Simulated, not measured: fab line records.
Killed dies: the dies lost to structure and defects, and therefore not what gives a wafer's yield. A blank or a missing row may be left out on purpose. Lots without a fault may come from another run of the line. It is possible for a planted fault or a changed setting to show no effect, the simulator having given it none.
Chamber matching || flow n5-finfet || rie-diel-04 running N5_BEOL_M12_ETCH_59: 4 sister chambers
The step etches BARC in N2/H2, target depth 89 nm, overetch 26.7 nm, time 67.9 s. 20 wafers are shown with their chamber, then 10 later ones without.

WAFERS WITH THEIR CHAMBER
{"wafer": "L075.1", "chamber": 0, "showerhead-plenum-p-Torr (Torr)": 2.55, "drypump-motor-current-A (A)": 4.8, "throttle-valve-pct (%)": 17.71}
{"wafer": "L075.2", "chamber": 3, "showerhead-plenum-p-Torr (Torr)": 2.41, "drypump-motor-current-A (A)": 5.7, "throttle-valve-pct (%)": 17.96}
{"wafer": "L075.5", "chamber": 0, "showerhead-plenum-p-Torr (Torr)": 2.55, "drypump-motor-current-A (A)": 4.8, "throttle-valve-pct (%)": 17.72}
{"wafer": "L077.1", "chamber": 3, "showerhead-plenum-p-Torr (Torr)": 2.41, "drypump-motor-current-A (A)": 5.8, "throttle-valve-pct (%)": 17.98}
{"wafer": "L077.5", "chamber": 0, "showerhead-plenum-p-Torr (Torr)": 2.55, "drypump-motor-current-A (A)": 4.8, "throttle-valve-pct (%)": 17.73}
{"wafer": "L077.6", "chamber": 3, "showerhead-plenum-p-Torr (Torr)": 2.41, "drypump-motor-current-A (A)": 5.7, "throttle-valve-pct (%)": 17.97}
{"wafer": "L078.1", "chamber": 1, "showerhead-plenum-p-Torr (Torr)": 2.62, "drypump-motor-current-A (A)": 5.9, "throttle-valve-pct (%)": 17.73}
{"wafer": "L078.3", "chamber": 3, "showerhead-plenum-p-Torr (Torr)": 2.41, "drypump-motor-current-A (A)": 5.8, "throttle-valve-pct (%)": 17.97}
{"wafer": "L078.6", "chamber": 1, "showerhead-plenum-p-Torr (Torr)": 2.62, "drypump-motor-current-A (A)": 5.9, "throttle-valve-pct (%)": 17.74}
{"wafer": "L079.3", "chamber": 2, "showerhead-plenum-p-Torr (Torr)": 2.57, "drypump-motor-current-A (A)": 5.8, "throttle-valve-pct (%)": 18.16}
{"wafer": "L079.4", "chamber": 0, "showerhead-plenum-p-Torr (Torr)": 2.55, "drypump-motor-current-A (A)": 4.8, "throttle-valve-pct (%)": 17.74}
{"wafer": "L079.6", "chamber": 3, "showerhead-plenum-p-Torr (Torr)": 2.41, "drypump-motor-current-A (A)": 5.8, "throttle-valve-pct (%)": 17.99}
{"wafer": "L081.2", "chamber": 1, "showerhead-plenum-p-Torr (Torr)": 2.62, "drypump-motor-current-A (A)": 5.9, "throttle-valve-pct (%)": 17.73}
{"wafer": "L081.4", "chamber": 3, "showerhead-plenum-p-Torr (Torr)": 2.41, "drypump-motor-current-A (A)": 5.8, "throttle-valve-pct (%)": 17.96}
{"wafer": "L081.5", "chamber": 1, "showerhead-plenum-p-Torr (Torr)": 2.62, "drypump-motor-current-A (A)": 5.9, "throttle-valve-pct (%)": 17.73}
{"wafer": "L082.1", "chamber": 0, "showerhead-plenum-p-Torr (Torr)": 2.54, "drypump-motor-current-A (A)": 4.7, "throttle-valve-pct (%)": 17.74}
{"wafer": "L082.2", "chamber": 3, "showerhead-plenum-p-Torr (Torr)": 2.41, "drypump-motor-current-A (A)": 5.8, "throttle-valve-pct (%)": 17.98}
{"wafer": "L082.5", "chamber": 3, "showerhead-plenum-p-Torr (Torr)": 2.41, "drypump-motor-current-A (A)": 5.8, "throttle-valve-pct (%)": 17.97}
{"wafer": "L089.1", "chamber": 3, "showerhead-plenum-p-Torr (Torr)": 2.40, "drypump-motor-current-A (A)": 5.8, "throttle-valve-pct (%)": 18.01}
{"wafer": "L089.2", "chamber": 2, "showerhead-plenum-p-Torr (Torr)": 2.56, "drypump-motor-current-A (A)": 5.8, "throttle-valve-pct (%)": 18.17}

SIGNATURES (means of the wafers above)
{"reading": "showerhead-plenum-p-Torr", "chamber 0": 2.5480, "chamber 1": 2.6200, "chamber 2": 2.5650, "chamber 3": 2.4089, "scatter within a chamber": 0.0037}
{"reading": "drypump-motor-current-A", "chamber 0": 4.780, "chamber 1": 5.900, "chamber 2": 5.800, "chamber 3": 5.778, "scatter within a chamber": 0.0384}
{"reading": "throttle-valve-pct", "chamber 0": 17.7280, "chamber 1": 17.7325, "chamber 2": 18.1650, "chamber 3": 17.9767, "scatter within a chamber": 0.0132}
Rule: a wafer's distance from a chamber is the root of the sum, over the readings, of the square of ((its reading less the chamber's mean) divided by the reading's scatter). The wafer belongs to the nearest chamber; if the next one is less than 2 further off, it can't be placed. The scatter: the root of (the sum of the squares of (reading less its chamber's mean) over the shown wafers, divided by (wafers less chambers)).

WAFERS WHOSE CHAMBER IS MISSING
{"wafer": "L089.3", "showerhead-plenum-p-Torr (Torr)": 2.54, "drypump-motor-current-A (A)": 4.7, "throttle-valve-pct (%)": 17.77}
{"wafer": "L093.1", "showerhead-plenum-p-Torr (Torr)": 2.60, "drypump-motor-current-A (A)": 5.9, "throttle-valve-pct (%)": 17.78}
{"wafer": "L093.5", "showerhead-plenum-p-Torr (Torr)": 2.56, "drypump-motor-current-A (A)": 5.8, "throttle-valve-pct (%)": 18.22}
{"wafer": "L093.6", "showerhead-plenum-p-Torr (Torr)": 2.60, "drypump-motor-current-A (A)": 6.0, "throttle-valve-pct (%)": 17.79}
{"wafer": "L095.2", "showerhead-plenum-p-Torr (Torr)": 2.60, "drypump-motor-current-A (A)": 5.9, "throttle-valve-pct (%)": 17.81}
{"wafer": "L095.3", "showerhead-plenum-p-Torr (Torr)": 2.55, "drypump-motor-current-A (A)": 5.8, "throttle-valve-pct (%)": 18.21}
{"wafer": "L095.4", "showerhead-plenum-p-Torr (Torr)": 2.53, "drypump-motor-current-A (A)": 4.8, "throttle-valve-pct (%)": 17.82}
{"wafer": "L097.1", "showerhead-plenum-p-Torr (Torr)": 2.52, "drypump-motor-current-A (A)": 4.7, "throttle-valve-pct (%)": 17.82}
{"wafer": "L097.2", "showerhead-plenum-p-Torr (Torr)": 2.55, "drypump-motor-current-A (A)": 5.8, "throttle-valve-pct (%)": 18.23}
{"wafer": "L097.3", "showerhead-plenum-p-Torr (Torr)": 2.39, "drypump-motor-current-A (A)": 5.8, "throttle-valve-pct (%)": 18.05}

THE CHAMBER EACH PASSED THROUGH
{"wafer": "L089.3", "from the rows above": 0, "in truth": 0}
{"wafer": "L093.1", "from the rows above": 1, "in truth": 1}
{"wafer": "L093.5", "from the rows above": 2, "in truth": 2}
{"wafer": "L093.6", "from the rows above": 1, "in truth": 1}
{"wafer": "L095.2", "from the rows above": 1, "in truth": 1}
{"wafer": "L095.3", "from the rows above": 2, "in truth": 2}
{"wafer": "L095.4", "from the rows above": 0, "in truth": 0}
{"wafer": "L097.1", "from the rows above": 0, "in truth": 0}
{"wafer": "L097.2", "from the rows above": 2, "in truth": 2}
{"wafer": "L097.3", "from the rows above": 3, "in truth": 3}
10 of 10 placed correctly. Left unplaced by these rows: 0. Wrongly placed: 0.
